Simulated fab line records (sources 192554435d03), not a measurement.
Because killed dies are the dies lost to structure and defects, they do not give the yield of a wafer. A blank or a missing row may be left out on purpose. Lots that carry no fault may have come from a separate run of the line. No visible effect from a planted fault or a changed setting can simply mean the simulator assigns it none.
Matching of chambers ; flow n5 finfet ; N5_BEOL_M0_SAQP_ETCH_84 on rie diel-03: 4 sister chambers
The step etches SOC in N2/H2, target depth 100 nm, overetch 20 nm, time 150 s. 18 wafers are shown with their chamber, then 9 later ones without.

EACH WAFER AND ITS CHAMBER
wafer;chamber;drypump motor current A (A);showerhead plenum p Torr (Torr);oes product au (a.u.)
L076.2;1;5.9;2.52;0.67
L076.4;3;6.6;2.46;0.75
L076.6;0;5.6;2.62;0.65
L081.1;0;5.6;2.62;0.64
L081.2;2;5.2;2.61;0.87
L081.3;1;5.9;2.52;0.66
L081.4;2;5.2;2.61;0.87
L081.5;0;5.6;2.62;0.64
L081.6;1;5.9;2.52;0.65
L085.4;0;5.6;2.62;0.63
L085.5;0;5.6;2.62;0.63
L085.6;1;5.9;2.52;0.65
L086.3;3;6.6;2.45;0.73
L086.4;2;5.2;2.61;0.85
L086.5;1;5.9;2.52;0.66
L088.2;1;5.9;2.51;0.65
L088.3;3;6.6;2.45;0.73
L088.6;2;5.3;2.60;0.83

SIGNATURES (means of the wafers above)
reading;chamber 0;chamber 1;chamber 2;chamber 3;scatter within a chamber
drypump motor current A;5.600;5.900;5.225;6.600;0.0231
showerhead plenum p Torr;2.6200;2.5183;2.6075;2.4533;0.00401
oes product au;0.6380;0.6567;0.8550;0.7367;0.0119
Rule: for each reading, subtract the chamber's mean from the wafer's reading, divide by that reading's scatter and square the result; add these up over the readings and take the root, which gives the wafer's distance from the chamber. If the next closest chamber is less than 2 further off than the closest, the wafer can't be placed; otherwise it belongs to the closest. The scatter is the square root of a quotient: the sum, over the shown wafers, of each reading's squared deviation from its chamber's mean, divided by wafers minus chambers.

WAFERS MISSING THEIR CHAMBER
wafer;drypump motor current A (A);showerhead plenum p Torr (Torr);oes product au (a.u.)
L093.1;5.5;2.61;0.63
L093.3;5.9;2.51;0.65
L093.5;5.2;2.60;0.82
L095.2;6.6;2.45;0.72
L095.4;5.9;2.51;0.64
L095.6;5.3;2.60;0.81
L096.2;5.2;2.60;0.80
L096.3;6.6;2.45;0.71
L096.5;6.6;2.45;0.71

WHICH CHAMBER EACH ONE RAN IN
wafer;from the rows above;in truth
L093.1;0;0
L093.3;1;1
L093.5;2;2
L095.2;3;3
L095.4;1;1
L095.6;2;2
L096.2;2;2
L096.3;3;3
L096.5;3;3
Correct placement for 9 of the 9. Left unplaced by these rows: 0. Wrongly placed: 0.
